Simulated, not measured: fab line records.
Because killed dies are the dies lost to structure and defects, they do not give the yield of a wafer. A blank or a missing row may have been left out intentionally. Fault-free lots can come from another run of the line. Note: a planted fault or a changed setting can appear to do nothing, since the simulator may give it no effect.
Split-lot trial | flow n5 finfet | 21 wafers read across 7 lots, on a route 1938 steps long

== THE SPLIT ITSELF ==
At N5_BEOL_M4_DESCUM_33 (chemistry O2, time 7 s), the setting time s was moved away from the recipe's 7 s on 9 of the 21 wafers read, by -19.7% to +21.6%. All remaining wafers had this setting at the recipe value.

== FROM THE SPLIT TO THE READING: what the file shows between them, 3 steps ==
- N5_BEOL_M4_ETCH_77: etches underlayer in N2/H2, target depth 6.5 nm, time 5.2 s
- N5_BEOL_M4_ETCH_69: etches SiARC in CF4, target depth 15.6 nm, time 26 s (also split here: cf4 flow sccm)
- N5_BEOL_M4_ALD_98: deposits SiO2, target thk 2.5 nm, pulse time 1 s, co reactant pulse time 1 s

== THE READING ==
CAR-EUV_of_BEOL_M4_COAT_22.thk nm (the simulator's own value, which no gauge read), in nm, at N5_BEOL_M4_ETCHBACK_99 (etches SiO2 in CHF3, target depth 5 nm, time 10.4 s). The file gives no usual value for it. Average 10.4 nm, standard deviation 0.055 nm, over the 12 wafers here run with the recipe.

wafer  | tool, chamber at the split | time s as run, s | against the recipe | CAR-EUV_of_BEOL_M4_COAT_22.thk nm, nm | against lot-mates on the recipe
L074.3 | rie diel-01, 0             | 5.646            | -19.3%             | 11.2                                  | +0.8
L074.4 | rie diel-01, 2,0           | 7                | recipe             | 10.4                                  | -
L074.6 | rie diel-01, 2,0           | 7                | recipe             | 10.4                                  | -
L083.2 | rie diel-03, 3             | 6.444            | -7.9%              | 10.6                                  | +0.2
L083.3 | rie diel-03, 2             | 6.444            | -7.9%              | 10.6                                  | +0.2
L083.6 | rie diel-03, 1             | 7                | recipe             | 10.4                                  | -
L084.1 | rie diel-01, 1,3,1         | 7                | recipe             | 10.2                                  | -
L084.2 | rie diel-01, 1,3,1         | 7                | recipe             | 10.4                                  | -
L084.5 | rie diel-01, 1,3,1         | 7                | recipe             | 10.4                                  | -
L085.1 | rie diel-01, 1,3           | 7                | recipe             | 10.4                                  | -
L085.2 | rie diel-01, 1,3           | 7                | recipe             | 10.4                                  | -
L085.6 | rie diel-01, 1             | 5.623            | -19.7%             | 11.2                                  | +0.8
L089.1 | rie diel-04, 1,3           | 7                | recipe             | 10.4                                  | -
L089.4 | rie diel-04, 1,3           | 7                | recipe             | 10.4                                  | -
L089.2 | rie diel-04, 2             | 8.514            | +21.6%             | 9.6                                   | -0.8
L092.2 | rie diel-01, 2             | 7                | recipe             | 10.4                                  | -
L092.4 | rie diel-01, 3,1           | 8.095            | +15.6%             | 9.8                                   | -0.6
L092.6 | rie diel-01, 3,1           | 8.095            | +15.6%             | 9.8                                   | -0.6
L096.2 | rie diel-04, 2             | 7.853            | +12.2%             | 10.2                                  | -0.2
L096.4 | rie diel-04, 1             | 7.853            | +12.2%             | 10                                    | -0.4
L096.5 | rie diel-04, 1             | 7                | recipe             | 10.4                                  | -
Where a row lists several chambers, the file gives one row for several wafers and doesn't say which wafer went through which chamber.

FIT RESULTS
A straight line over all 21 wafers: CAR-EUV_of_BEOL_M4_COAT_22.thk nm changes by -0.0363 nm for each +1% of time s; r = -0.98; the points scatter about the line by 0.084 nm.
The same after taking each lot's own level away (the mean of its wafers on the recipe; 21 wafers): -0.0364 nm for each +1%; r = -0.98; scatter 0.079 nm.
The reading moves by 0.79 nm for the largest change in time s, on that fit.
Across the lots, their own levels run from 10.33 to 10.40 nm, a range of 1.2 times the standard deviation given above.
So the lot-to-lot level changes the slope little: the two slopes agree.
Check: with one of the wafers moved furthest among these (+21.6%) left out of the fit, the line predicts -0.77 nm for it against its lot-mates. Against them it came out at -0.8 nm.

== THESE WAFERS: OTHER SPLITS ==
Before the reading, these wafers also passed through other splits. Each is held against what the fit with the lots' levels taken away leaves over:
other split on the same wafers   | wafers away from the commonest value | r with CAR-EUV_of_BEOL_M4_COAT_22.thk nm (lot level and that fit taken away)
N5_BEOL_M3_COAT_61 spin rpm      | 8                                    | +0.21
N5_BEOL_M3_COAT_67 spin rpm      | 4                                    | +0.14
N5_BEOL_M3_COAT_22 spin rpm      | 8                                    | -0.02
N5_BEOL_M4_ETCH_69 cf4 flow sccm | 8                                    | -0.12

== THE WHOLE CHAIN: every reading that the file lists as answering this split, in the file's order ==
step                   | what it does                                                | reading                                                                            | change (the file's fit)                | r (the file's)
N5_BEOL_M4_DESCUM_33   | chemistry O2, time 7 s                                      | CAR-EUV_of_BEOL_M4_COAT_22.thk nm (the simulator's own value, which no gauge read) | -0.0307 nm for each +1% of the setting | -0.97
N5_BEOL_M4_ETCH_77     | etches underlayer in N2/H2, target depth 6.5 nm, time 5.2 s | CAR-EUV_of_BEOL_M4_COAT_22.thk nm (the simulator's own value, which no gauge read) | -0.0322 nm for each +1% of the setting | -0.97
N5_BEOL_M4_ETCH_69     | etches SiARC in CF4, target depth 15.6 nm, time 26 s        | CAR-EUV_of_BEOL_M4_COAT_22.thk nm (the simulator's own value, which no gauge read) | -0.034 nm for each +1% of the setting  | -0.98
N5_BEOL_M4_ETCHBACK_99 | etches SiO2 in CHF3, target depth 5 nm, time 10.4 s         | CAR-EUV_of_BEOL_M4_COAT_22.thk nm (the simulator's own value, which no gauge read) | -0.0375 nm for each +1% of the setting | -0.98

== THE FILE'S OWN FIT ==
CAR-EUV_of_BEOL_M4_COAT_22.thk nm changes by -0.0375 nm for each +1% of time s, r = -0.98.
